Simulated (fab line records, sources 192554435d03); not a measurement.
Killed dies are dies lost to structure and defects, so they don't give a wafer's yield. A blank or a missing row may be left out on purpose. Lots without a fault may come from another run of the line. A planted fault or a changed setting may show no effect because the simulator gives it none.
fab line records | flow n5_finfet
record lots=10 wafers=27 last_day=17
route steps=1938 shown FIN_SAQP@109 BEOL_M4@1111 PASSIVATION@1936
lots that met no fault: from a run of the same line without faults
start_h: hours from the record's first day to the start of the lot's first wafer shown | wait_h: hours since the lot's step before | " the same as in the row above | L1.1+2: a row that stands for several wafers | - no value, or no start given | * or withheld: withheld | < > ~ a bound
route shown NAME@n: a module of which the file shows steps, and the number in the route of the first | usual: mean/standard deviation of fault-free wafers | same: alike in all rows | chamber/n: place in a boat | sites: the reading at each site | _std_site: their standard deviation | _edge_site: outer sites' mean less inner sites' | radius_mm: how far each site lies from the wafer's centre | mask NAME#n: copy n | behind: the tool/chamber that last shaped the wafer | hold: why the lot was held/for how many hours/how that ended | device: the transistor (n, p or np) that didn't switch | end of line: the same wafers' tests at the end of the route | a step without rows: its recipe alone | killed: dies lost to structure and defects at the first sort, not the wafer's yield | map: a wafer's dies, x killed, . not, _ none there
set.NAME: the setting as run; set.NAME@STEP: as run at that earlier step | model.NAME: the simulator's own value behind a step, which no gauge read
steps of the route over a sample of lots; a table a step, a row a wafer
services: from which hour (start_h, from the record's first day; less than 0 if before it) a tool's chamber was out of use, for how many hours, and why
## steps
# step N5_FIN_SAQP_PEB_14
# recipe peb_temp_c=withheld peb_time_s=60 resist=CAR-ArF
# columns lot.wafer tool chamber start_h wait_h
L945.1+3+5 litho_track-05 0 27.92 0.1
L949.1+3+6 litho_track-05 0 51.19 0.1
L950.1+3+5 litho_track-04 0 57.27 0.1
L951.2+3+5 litho_track-04 0 63.52 0.0
L952.1+2+3 litho_track-01 0 70.27 0.1
L953.2+4 litho_track-04 0 76.48 0.0
L955.3+4+6 litho_track-05 0 88.84 0.0
L959.4+6 litho_track-04 0 112.21 0.0
L964.1+4+6 litho_track-01 0 142.43 0.1
L967.5+6 litho_track-01 0 160.43 0.0
# step N5_FIN_SAQP_CD_MEAS_16
# recipe target_cd_nm=35.6 landing_energy_ev=500 detector=se_inlens
# usual cd_nm=35.5/0.36
# columns lot.wafer tool chamber start_h wait_h cd_nm
L945.1 cd_sem-02 0 27.98 - 35.4
L945.3 " 0 " " 34.8
L945.5 " 0 " " 35.3
L949.1 cd_sem-01 0 51.26 - 35.1
L949.3 " 0 " " 35.3
L949.6 " 0 " " 35.4
L950.1 cd_sem-03 0 57.34 - 35.6
L950.3 " 0 " " 35.3
L950.5 " 0 " " 36.4
L951.2 cd_sem-01 0 63.59 - 35.4
L951.3 " 0 " " 35.9
L951.5 " 0 " " 35.7
L952.1 cd_sem-02 0 70.34 - 35.7
L952.2 " 0 " " 35.1
L952.3 " 0 " " 35.2
L953.2 cd_sem-01 0 76.54 - 32.4
L953.4 " 0 " " 31.8
L955.3 cd_sem-02 0 88.91 - 35.6
L955.4 " 0 " " 35.3
L955.6 " 0 " " 36.1
L959.4 cd_sem-03 0 112.28 - 31.8
L959.6 " 0 " " 35.6
L964.1 cd_sem-01 0 142.50 - 35.3
L964.4 " 0 " " 35.2
L964.6 " 0 " " 35.2
L967.5 cd_sem-02 0 160.50 - 35.8
L967.6 " 0 " " 35.8
# step N5_FIN_SAQP_OVL_MEAS_17
# recipe points_per_wafer=44
# usual FIN_CORE_OVL=-0.3/0.87
# columns lot.wafer tool chamber start_h wait_h FIN_CORE_OVL[nm]
L945.1 overlay-02 0 28.02 0.0 0.5
L945.3 " 0 " " -0.2
L945.5 " 0 " " 1.0
L949.1 overlay-02 0 51.30 0.0 -0.4
L949.3 " 0 " " -0.2
L949.6 " 0 " " 0.0
L950.1 overlay-02 0 57.38 0.0 -0.9
L950.3 " 0 " " -0.4
L950.5 " 0 " " -0.5
L951.2 overlay-01 0 63.62 0.0 0.3
L951.3 " 0 " " 0.8
L951.5 " 0 " " 1.5
L952.1 overlay-01 0 70.38 0.0 0.1
L952.2 " 0 " " 0.8
L952.3 " 0 " " -0.5
L953.2 overlay-01 0 76.58 0.0 -1.4
L953.4 " 0 " " -1.0
L955.3 overlay-01 0 88.95 0.0 0.1
L955.4 " 0 " " 1.4
L955.6 " 0 " " 0.1
L959.4 overlay-02 0 112.31 0.0 0.9
L959.6 " 0 " " 0.0
L964.1 overlay-02 0 142.54 0.0 0.2
L964.4 " 0 " " 1.3
L964.6 " 0 " " 0.6
L967.5 overlay-02 0 160.53 0.0 0.6
L967.6 " 0 " " 0.3
# step N5_FIN_SAQP_ETCH_51
# recipe chemistry=CF4 target=SiARC target_depth_a=455 mask_material=CAR-ArF time_s=75.8 ion_energy_ev=80 pressure_mtorr=40 source_w=545 bias_w=36 Ar_flow_sccm=100 cf4_flow_sccm=100 ends=cleared
# usual drypump_motor_current_A=5.6/0.6 etch_rf_on_time_s=75.2/1.8 oes_product_au=0.66/0.068 rf_vpp_V=184.1/1.2 showerhead_plenum_p_Torr=2.14/0.083 throttle_valve_pct=15.69/0.29
# columns lot.wafer tool chamber start_h wait_h drypump_motor_current_A etch_rf_on_time_s oes_product_au rf_hours_counter_h rf_vpp_V showerhead_plenum_p_Torr throttle_valve_pct
L945.1 rie_diel-04 3 28.12 0.0 6.3 76.2 0.71 69 184.1 2.09 15.76
L945.3 " 0 " " 6.7 75.8 0.67 132 185.1 2.24 15.60
L945.5 " 3 " " 6.2 76.8 0.70 - 182.8 2.09 15.74
L949.1 rie_diel-04 3 51.43 0.0 6.2 76.6 0.69 79 183.2 2.09 15.79
L949.3 " 1 " " 5.9 70.9 0.64 189 186.0 2.22 16.13
L949.6 " 0 " " 6.7 76.1 0.66 - 185.6 2.24 15.63
L950.1 rie_diel-05 0 57.48 0.0 4.8 71.8 0.62 196 184.4 2.05 15.81
L950.3 " 3 " " 6.3 74.7 0.62 223 185.1 2.19 15.73
L950.5 " 3 " " 6.4 75.5 0.62 - 185.2 2.19 15.72
L951.2 rie_diel-05 1 63.72 0.0 5.3 72.5 0.62 210 182.7 2.02 15.93
L951.3 " 2 " " 5.3 75.4 0.81 5 184.3 2.17 15.05
L951.5 " 1 " " 5.3 72.7 0.61 - 184.7 2.03 15.93
L952.1 rie_diel-04 2 70.47 0.0 5.7 77.1 0.58 218 182.9 2.10 15.80
L952.2 " 0 " " 6.7 76.4 0.65 147 183.6 2.23 15.63
L952.3 " 3 " " 6.2 77.8 0.68 86 182.7 2.09 15.82
L953.2 rie_diel-05 3 76.67 0.0 6.3 75.5 0.61 230 184.2 2.18 15.73
L953.4 " 2 " " 5.3 76.1 0.81 9 185.0 2.17 15.08
L955.3 rie_diel-06 2 89.04 0.0 5.1 77.2 0.71 55 185.0 2.29 15.42
L955.4 " 0 " " 6.2 75.1 0.61 212 183.9 2.12 16.00
L955.6 " 1 " " 4.8 75.3 0.63 - 184.1 2.12 15.75
L959.4 rie_diel-04 3 112.49 0.0 6.2 77.5 0.67 98 182.5 2.08 15.84
L959.6 " 0 " " 6.7 76.1 0.64 - 184.2 2.23 15.65
L964.1 rie_diel-05 0 142.64 0.0 4.8 72.9 0.60 228 182.9 2.04 15.87
L964.4 " 2 " " 5.3 75.8 0.76 - 185.6 2.16 15.11
L964.6 " 1 " " 5.3 74.7 0.59 - 182.9 2.02 15.98
L967.5 rie_diel-05 1 160.99 0.0 5.3 73.7 0.59 - 183.2 2.01 16.01
L967.6 " 0 " " 4.8 72.7 0.60 - 184.0 2.03 15.87
# step N5_FIN_SAQP_RECESS_75
# recipe chemistry=HF/NH3 target=SiO2 target_depth_a=144 afs_cycles=3 temp_c=30 sublimation_temp_c=180 sublimation_time_s=60
# usual drypump_motor_current_A=5.9/0.41 sublimation_temp_c=179.99/0.16
# same sublimation_time_s=60
# columns lot.wafer tool chamber start_h wait_h drypump_motor_current_A sublimation_temp_c
L945.1 vapor_etch-02 1 28.78 0.0 6.5 179.99
L945.3 " 1 " " 6.5 179.92
L945.5 " 1 " " 6.5 180.06
L949.1 vapor_etch-02 1 52.11 0.0 6.5 180.06
L949.3 " 1 " " 6.5 179.90
L949.6 " 1 " " 6.5 179.88
L950.1 vapor_etch-01 1 58.44 0.0 5.6 180.15
L950.3 " 1 " " 5.6 179.96
L950.5 " 0 " " 6.1 179.62
L951.2 vapor_etch-02 0 64.40 0.0 5.5 179.76
L951.3 " 1 " " 6.5 179.63
L951.5 " 1 " " 6.5 179.82
L952.1 vapor_etch-02 1 72.79 1.5 6.5 180.18
L952.2 " 0 " " 5.5 179.97
L952.3 " 1 " " 6.5 180.23
L953.2 vapor_etch-02 0 77.34 0.0 5.4 179.98
L953.4 " 0 " " 5.4 180.14
L955.3 vapor_etch-01 0 90.33 0.1 6.1 179.91
L955.4 " 1 " " 5.6 180.19
L955.6 " 1 " " 5.7 179.88
L959.4 vapor_etch-02 0 113.28 0.1 5.4 180.03
L959.6 " 1 " " 6.5 179.91
L964.1 vapor_etch-02 1 143.51 0.0 6.5 179.94
L964.4 " 0 " " 5.4 179.80
L964.6 " 1 " " 6.5 179.91
L967.5 vapor_etch-02 1 161.98 0.4 6.5 180.11
L967.6 " 0 " " 5.5 179.87
# step N5_BEOL_M4_RC_MEAS_101
# usual DIBL_N=36.8/2.2 DIBL_P=37.0/2.8 IOFF_N=0.18/0.043 IOFF_P=0.23/0.05 ION_N=680/14 ION_P=466/9.1 SS_N=71.7/0.74 SS_P=73.5/0.79 VT_N=248/4 VT_P=-249/4.1
# columns lot.wafer tool chamber start_h wait_h DIBL_N[mV/V] DIBL_P[mV/V] IOFF_N[nA/um] IOFF_P[nA/um] ION_N[uA/um] ION_P[uA/um] SS_N[mV/dec] SS_P[mV/dec] VT_N[mV] VT_P[mV]
L945.1 prober-02 0 177.57 0.0 37.8 36.7 0.16 0.19 666 450 71.9 73.9 249 -254
L945.3 " 0 " " 34.9 33.9 0.13 0.17 677 462 69.7 73.0 252 -255
L945.5 " 0 " " 38.9 38.6 0.19 0.23 688 463 71.8 73.7 248 -251
L951.2 prober-02 0 203.49 0.2 37.2 36.0 0.17 0.22 678 465 72.8 73.9 248 -248
L951.3 " 0 " " 34.5 33.0 0.13 0.18 658 457 71.3 72.6 250 -250
L951.5 " 0 " " 38.6 38.7 0.20 0.26 677 469 72.6 73.6 246 -246
L949.1 prober-01 0 203.58 0.0 36.2 37.8 0.16 0.20 681 464 72.4 72.9 250 -251
L949.3 " 0 " " 39.3 41.7 0.21 0.29 692 469 73.0 74.6 247 -248
L949.6 " 0 " " 36.2 38.4 0.15 0.20 676 463 71.3 72.4 249 -251
L950.1 prober-02 0 205.15 0.0 38.0 36.7 0.21 0.23 690 468 71.7 73.6 246 -250
L950.3 " 0 " " 39.4 38.2 0.22 0.24 699 469 72.1 74.7 249 -248
L950.5 " 0 " " 34.8 32.6 0.13 0.16 684 462 71.1 72.6 253 -253
L952.1 prober-02 0 224.45 0.0 40.9 45.1 0.28 0.36 698 474 72.8 75.9 240 -244
L952.2 " 0 " " 36.3 39.3 0.17 0.23 685 472 71.2 72.8 247 -251
L952.3 " 0 " " 31.0 32.1 0.09 0.13 647 449 69.7 71.9 256 -257
L953.2 prober-01 0 230.98 0.2 36.7 37.0 0.18 0.25 681 472 71.6 73.8 246 -245
L953.4 " 0 " " 36.1 36.3 0.17 0.24 673 471 72.1 73.8 249 -248
L955.3 prober-02 0 232.91 0.3 34.7 34.0 0.14 0.24 676 480 70.9 73.9 251 -245
L955.4 " 0 " " 41.5 41.0 0.31 0.40 701 489 72.6 74.7 239 -237
L955.6 " 0 " " 35.7 35.2 0.15 0.25 664 473 70.8 72.8 253 -245
L959.4 prober-01 0 253.72 0.5 34.1 33.3 0.12 0.20 659 459 71.4 73.2 254 -249
L959.6 " 0 " " 35.5 34.5 0.14 0.22 657 460 71.1 72.6 252 -249
L964.1 prober-02 0 293.41 0.0 38.8 40.2 0.22 0.29 696 472 72.0 74.7 247 -244
L964.4 " 0 " " 37.5 39.5 0.20 0.29 696 480 72.4 74.3 245 -244
L964.6 " 0 " " 37.8 38.9 0.18 0.25 679 466 72.2 74.3 249 -245
L967.5 prober-02 0 299.52 0.6 36.7 37.9 0.20 0.26 686 474 72.2 73.6 243 -244
L967.6 " 0 " " 37.7 40.2 0.22 0.31 701 487 72.3 74.8 242 -241
# step N5_PASSIVATION_PROBE_49
# usual defect_limited_yield=91.4/1.5 killed_at_M0_to_M3=36/11 killed_at_M4_up=14/6 killed_at_contacts=11/6 killed_at_front_end=37/11 killed_at_other=4/3.4 killed_dies=102/18 killed_open=66/13 killed_short=34/7.8 sort_bin_4_leakage=0.00/0.017 sort_bin_5_function=5.0/0.97 sort_bin_6_memory=3.2/0.7 sort_n_pass=1078/19 sort_yield_pct=91.3/1.6
# same gross_dies=1180 killed_at_back_side=0 sort_bin_8_speed[%]=0
# columns lot.wafer tool chamber start_h wait_h defect_limited_yield[%] killed_at_M0_to_M3 killed_at_M4_up killed_at_contacts killed_at_front_end killed_at_other killed_dies killed_open killed_short sort_bin_4_leakage[%] sort_bin_5_function[%] sort_bin_6_memory[%] sort_n_pass sort_yield_pct[%]
L949.1 prober-01 - 309.49 0.0 93.7 28 9 7 26 4 74 48 24 0 3.0 3.0 1106 93.7
L949.3 prober-01 - 309.59 0.1 93.8 37 5 9 18 4 73 46 25 0.08 3.9 2.1 1106 93.7
L949.6 prober-01 - 309.74 0.3 92.1 39 7 8 36 3 93 55 36 0 4.4 3.2 1087 92.1
L950.1 prober-02 - 313.20 0.0 90.8 40 8 16 42 2 108 66 40 0 6.0 3.1 1072 90.8
L950.3 prober-02 - 313.30 0.1 90.4 41 9 19 37 7 113 78 33 0 4.9 4.3 1067 90.4
L950.5 prober-02 - 313.40 0.2 90.2 41 15 18 41 1 116 89 25 0 5.9 3.5 1064 90.2
L952.1 prober-01 - 323.72 0.0 89.1 48 16 8 54 3 129 83 44 0.08 6.4 3.9 1050 89.0
L952.2 prober-01 - 323.77 0.1 90.2 46 10 7 52 1 116 77 34 0 5.8 3.7 1064 90.2
L952.3 prober-01 - 323.82 0.1 91.4 41 7 4 49 0 101 64 34 0 5.1 3.4 1079 91.4
L953.4 prober-02 - 332.58 0.2 91.3 52 15 7 24 5 103 68 31 0 5.3 3.3 1077 91.3
L959.4 prober-02 - 353.09 0.2 89.8 56 14 7 32 11 120 74 33 0 7.1 2.7 1060 89.8
L959.6 prober-02 - 353.19 0.3 92.3 49 16 11 12 3 91 61 30 0 4.1 3.1 1089 92.3
L964.6 prober-02 - 397.28 0.3 92.8 30 10 9 29 7 85 65 19 0 4.2 2.7 1095 92.8
L967.5 prober-01 - 401.26 0.2 91.3 39 15 3 45 1 103 62 40 0 5.4 3.1 1077 91.3
L967.6 prober-01 - 401.31 0.3 89.4 64 8 7 46 0 125 72 51 0 5.8 4.2 1055 89.4
# killed by level:class
L949.1 DUMMY_GATE:geometric_particle:open=7 BEOL_M1:geometric_particle:open=6 BEOL_M2:geometric_particle:open=6 BEOL_M3:geometric_particle:open=5 MOL_CONTACT_COAG:geometric_particle:short=4 BEOL_M0_SAQP:geometric_particle:short=4 FIN_SAQP:geometric_particle:short=3 STI_FIN_REVEAL:geometric_particle:open=3
L949.3 MOL_CONTACT_COAG:geometric_particle:open=8 BEOL_M0_SAQP:geometric_particle:short=8 BEOL_M3:geometric_particle:open=8 BEOL_M0_SAQP:geometric_particle:open=7 BEOL_M1:geometric_particle:open=4 BEOL_M2:geometric_particle:open=4 FIN_SAQP:geometric_particle:short=3 GATE_CUT:geometric_particle:short=3
L949.6 BEOL_M2:geometric_particle:open=12 BEOL_M0_SAQP:geometric_particle:short=8 FIN_SAQP:geometric_particle:short=7 MOL_CONTACT_COAG:geometric_particle:open=6 BEOL_M1:geometric_particle:open=6 STARTING-WAFER:geometric_particle:short=6 DUMMY_GATE:geometric_particle:open=5 GATE_CUT:geometric_particle:short=5
L950.1 MOL_CONTACT_COAG:geometric_particle:open=13 BEOL_M3:geometric_particle:open=11 BEOL_M0_SAQP:geometric_particle:short=11 FIN_SAQP:geometric_particle:open=9 STI_FIN_REVEAL:geometric_particle:open=7 BEOL_M0_SAQP:geometric_particle:open=5 BEOL_M1:geometric_particle:open=5 STI_FIN_REVEAL:geometric_particle:short=4
L950.3 FIN_SAQP:geometric_particle:open=17 MOL_CONTACT_COAG:geometric_particle:open=14 BEOL_M1:geometric_particle:open=11 BEOL_M3:geometric_particle:open=7 BEOL_M0_SAQP:geometric_particle:open=6 BEOL_M2:geometric_particle:open=6 MOL_CONTACT_COAG:geometric_particle:short=5 BEOL_M0_SAQP:geometric_particle:short=5
L950.5 MOL_CONTACT_COAG:geometric_particle:open=16 FIN_SAQP:geometric_particle:open=12 BEOL_M3:geometric_particle:open=12 FIN_SAQP:geometric_particle:short=9 BEOL_M4:geometric_particle:open=8 BEOL_M0_SAQP:geometric_particle:open=8 BEOL_M2:geometric_particle:open=8 STI_FIN_REVEAL:geometric_particle:open=6
L952.1 BEOL_M2:geometric_particle:open=17 FIN_SAQP:geometric_particle:short=13 DUMMY_GATE:geometric_particle:open=10 BEOL_M4:geometric_particle:open=8 BEOL_M3:geometric_particle:open=6 STI_FIN_REVEAL:geometric_particle:open=6 BEOL_M0_SAQP:geometric_particle:open=6 FIN_SAQP:geometric_particle:open=5
L952.2 FIN_SAQP:geometric_particle:open=18 FIN_SAQP:geometric_particle:short=13 BEOL_M0_SAQP:geometric_particle:short=10 BEOL_M3:geometric_particle:open=10 BEOL_M2:geometric_particle:open=8 BEOL_M0_SAQP:geometric_particle:open=7 BEOL_M1:geometric_particle:open=7 MOL_CONTACT_COAG:geometric_particle:open=6
L952.3 BEOL_M2:geometric_particle:open=15 FIN_SAQP:geometric_particle:open=13 BEOL_M3:geometric_particle:open=9 FIN_SAQP:geometric_particle:short=8 DUMMY_GATE:geometric_particle:open=8 GATE_CUT:geometric_particle:short=6 ILD0:geometric_particle:short=4 BEOL_M0_SAQP:geometric_particle:open=4
L953.4 BEOL_M0_SAQP:geometric_particle:open=13 BEOL_M0_SAQP:geometric_particle:short=12 MOL_CONTACT_COAG:geometric_particle:open=7 FIN_SAQP:geometric_particle:open=6 BEOL_M1:geometric_particle:open=6 BEOL_M2:geometric_particle:open=6 FIN_SAQP:geometric_particle:short=5 BEOL_M0:geometric_particle:open=4
L959.4 BEOL_M0_SAQP:geometric_particle:open=18 FIN_SAQP:area_peb=13 BEOL_M0_SAQP:geometric_particle:short=10 BEOL_M3:geometric_particle:short=8 MOL_CONTACT_COAG:geometric_particle:open=6 BEOL_M1:geometric_particle:open=6 BEOL_M2:geometric_particle:open=6 MIM_TOP:geometric_particle:open=6
L959.6 BEOL_M0_SAQP:geometric_particle:short=12 BEOL_M2:geometric_particle:open=10 MOL_CONTACT_COAG:geometric_particle:open=8 BEOL_M0_SAQP:geometric_particle:open=8 BEOL_M1:geometric_particle:open=8 BEOL_M5:geometric_particle:open=6 BEOL_M3:geometric_particle:open=4 BEOL_M4:geometric_particle:open=4
L964.6 STI_FIN_REVEAL:geometric_particle:open=10 BEOL_M1:geometric_particle:open=8 MOL_CONTACT_COAG:geometric_particle:open=7 BEOL_M2:geometric_particle:open=7 BEOL_M3:geometric_particle:open=6 DUMMY_GATE:geometric_particle:open=5 BEOL_M0_SAQP:geometric_particle:open=5 BEOL_M4:geometric_particle:open=5
L967.5 FIN_SAQP:geometric_particle:short=9 BEOL_M0_SAQP:geometric_particle:short=8 BEOL_M0_SAQP:geometric_particle:open=8 BEOL_M2:geometric_particle:open=8 ILD0:geometric_particle:short=6 STARTING-WAFER:geometric_particle:open=6 FIN_SAQP:geometric_particle:open=5 STI_FIN_REVEAL:geometric_particle:open=5
L967.6 BEOL_M0_SAQP:geometric_particle:short=23 FIN_SAQP:geometric_particle:short=14 BEOL_M0_SAQP:geometric_particle:open=14 FIN_SAQP:geometric_particle:open=9 BEOL_M1:geometric_particle:open=9 DUMMY_GATE:geometric_particle:open=8 BEOL_M2:geometric_particle:open=7 MOL_CONTACT_COAG:geometric_particle:open=6
## services
# columns tool chamber start_h hours kind
rie_diel-06 - 5.10 1.6 repair
vapor_etch-01 - 24.25 1.3 repair
vapor_etch-02 - 29.39 0.3 repair
rie_diel-05 2 36.85 - clean
rie_diel-05 2 36.85 - consumable_replace:focus_ring
rie_diel-05 2 36.85 17.0 scheduled_down
rie_diel-05 2 36.85 17.0 vent_cycle
vapor_etch-01 - 54.88 0.5 repair
rie_diel-05 - 61.60 0.2 repair
litho_track-05 - 62.69 - consumable_replace:filter
vapor_etch-01 - 70.97 2.8 pm
litho_track-01 - 120.50 - consumable_replace:filter
rie_diel-05 3 133.54 - clean
rie_diel-05 3 133.54 - consumable_replace:focus_ring
rie_diel-05 3 133.54 18.2 scheduled_down
rie_diel-05 3 133.54 18.2 vent_cycle
rie_diel-04 0 138.65 5.3 repair
rie_diel-06 0 147.08 5.7 repair
rie_diel-04 2 159.67 - clean
rie_diel-04 2 159.67 - consumable_replace:focus_ring
rie_diel-04 2 159.67 21.8 scheduled_down
rie_diel-04 2 159.67 21.8 vent_cycle
vapor_etch-01 - 160.23 4.3 pm
## key
first_sign step=N5_FIN_SAQP_CD_MEAS_16 reading=cd_nm direction=down sigmas=9.6 usual=35.5 struck=32.0
effect none on later readings
met_at N5_FIN_SAQP_PEB_14
struck_lots L953,L959
struck_wafers L953.2,L953.4,L959.4
not_acting_at N5_FIN_SAQP_OVL_MEAS_17,N5_FIN_SAQP_ETCH_51,N5_FIN_SAQP_RECESS_75
onset_between 63.52 76.48
fault kind=process_parameter_drift tool=litho_track-04 chamber=- onset_h=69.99 steps=N5_FIN_SAQP_PEB_14 channel=peb_time_s offset=* shape=step end_h=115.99 scope=struck_wafers_only acts_in=* stated=*
